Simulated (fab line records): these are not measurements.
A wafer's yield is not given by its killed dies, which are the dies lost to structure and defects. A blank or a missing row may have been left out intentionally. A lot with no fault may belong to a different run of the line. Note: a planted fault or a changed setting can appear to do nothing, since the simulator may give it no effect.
Which tool was responsible? :: flow nandHarc :: 12 lots, 36 wafers sampled, at 2 steps of a route of 1159

WHAT THE GAUGES READ, wafer by wafer
NHARC_A_ONON_D1_THK_MEAS_14: measures by ellipsometry.
lot: L075
measured: day 7 12:59
on: filmMetro-01
thkNm (nm): 995 994 996

lot: L076
measured: day 8 08:52
on: filmMetro-01
thkNm (nm): 1008 1007 1008

lot: L080
measured: day 8 19:22
on: filmMetro-02
thkNm (nm): 992 992 992

lot: L081
measured: day 9 11:50
on: filmMetro-01
thkNm (nm): 995 996 999

lot: L083
measured: day 9 23:51
on: filmMetro-02
thkNm (nm): 985 987 987

lot: L085
measured: day 10 06:04
on: filmMetro-02
thkNm (nm): 986 988 986

lot: L087
measured: day 11 04:35
on: filmMetro-02
thkNm (nm): 997 999 999

lot: L088
measured: day 11 09:14
on: filmMetro-02
thkNm (nm): 1005 1007 1007

lot: L091
measured: day 11 22:41
on: filmMetro-02
thkNm (nm): 997 998 997

lot: L093
measured: day 12 17:43
on: filmMetro-01
thkNm (nm): 992 993 992

lot: L095
measured: day 13 03:07
on: filmMetro-02
thkNm (nm): 1000 1001 1002

lot: L097
measured: day 13 09:13
on: filmMetro-01
thkNm (nm): 1000 1000 999

TOOL THAT RAN EACH LOT (tool first, then ch and the chambers of the sampled wafers, then the start)
lot: L075
NHARC_P_BONDPAD_PVD_27: pvdSputter-02, day 7 12:59 or earlier

lot: L076
NHARC_P_BONDPAD_PVD_27: pvdSputter-03, day 8 08:52 or earlier

lot: L080
NHARC_P_BONDPAD_PVD_27: pvdSputter-02, day 8 19:22 or earlier

lot: L081
NHARC_P_BONDPAD_PVD_27: pvdSputter-01, day 9 11:50 or earlier

lot: L083
NHARC_P_BONDPAD_PVD_27: pvdSputter-03, day 9 23:51 or earlier

lot: L085
NHARC_P_BONDPAD_PVD_27: pvdSputter-02, day 10 06:04 or earlier

lot: L087
NHARC_P_BONDPAD_PVD_27: pvdSputter-01, day 11 04:35 or earlier

lot: L088
NHARC_P_BONDPAD_PVD_27: pvdSputter-03, day 11 09:14 or earlier

lot: L091
NHARC_P_BONDPAD_PVD_27: pvdSputter-02, day 11 22:41 or earlier

lot: L093
NHARC_P_BONDPAD_PVD_27: pvdSputter-02, day 12 17:43 or earlier

lot: L095
NHARC_P_BONDPAD_PVD_27: pvdSputter-02, day 13 03:07 or earlier

lot: L097
NHARC_P_BONDPAD_PVD_27: pvdSputter-03, day 13 09:13 or earlier
- NHARC_P_BONDPAD_PVD_27: deposits Cu, target thk 30 nm, time 20.49 s.

THE ANSWER, worked out from the rows above alone
Rule: the usual values come from the lots themselves. The widest of any qualifying gaps counts: lots, ordered by their means at a reading, are off when they make up no more than a third of the lots, leave a main group of 4 or more, and stand apart from it by 3 or more times the standard deviation of that group's means. Not used: any main group whose means are identical at the precision the tables above print for the reading. A lot without any number at a reading at which 4 lots or more have one is off too. Where the step has rows for the other lots, those lots are counted as sound.
Across all readings shown, no lot is off: no conclusion can be drawn from this.

WHAT HAD BEEN PUT IN BY THE SIMULATOR
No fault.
